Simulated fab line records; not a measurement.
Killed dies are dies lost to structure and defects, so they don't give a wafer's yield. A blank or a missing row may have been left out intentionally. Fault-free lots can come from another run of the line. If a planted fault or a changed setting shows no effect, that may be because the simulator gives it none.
Which tool is to blame?    flow n5 finfet    17 wafers sampled from 6 lots at 1 step of a route of 1938

== WHAT EACH GAUGE READ, for each wafer ==
N5_BEOL_M11_CD_MEAS_28 targets a cd of 70 nm.
lot   measured      on         cd nm (nm)
L473  day 11 05:26  cd sem-01  68.3 69.5
L475  day 11 05:46  cd sem-01  67.4 68.9 67.5
L479  day 13 14:09  cd sem-02  71.1 71.1 71.2
L490  day 15 20:10  cd sem-03  69.8 70.6 70.5
L492  day 16 14:02  cd sem-01  70.1 70.3 70.0
L493  day 16 22:19  cd sem-01  68.3 68.6 69.9

== EACH LOT AND THE TOOL THAT RAN IT (in order: tool; ch and the chambers of the sampled wafers; start) ==
Before these readings, the record contains no process step.

== THE ANSWER, worked out from the rows above alone ==
Rule: usual is defined by the lots themselves. Put in order of their means at a reading, lots are off if they are a third of the lots or fewer, leave a main group of 4 or more, and stand apart from it by a gap of 3 or more times the standard deviation of the main group's means; of several such gaps the widest counts. A main group is skipped when, at the precision printed for the reading in the tables above, its means are all equal. A lot without any number at a reading at which 4 lots or more have one is off too. Where the step has rows for the other lots, those lots are counted as sound.
Across all readings shown, no lot is off: no conclusion can be drawn from this.

== WHAT THE SIMULATOR HAD INSERTED ==
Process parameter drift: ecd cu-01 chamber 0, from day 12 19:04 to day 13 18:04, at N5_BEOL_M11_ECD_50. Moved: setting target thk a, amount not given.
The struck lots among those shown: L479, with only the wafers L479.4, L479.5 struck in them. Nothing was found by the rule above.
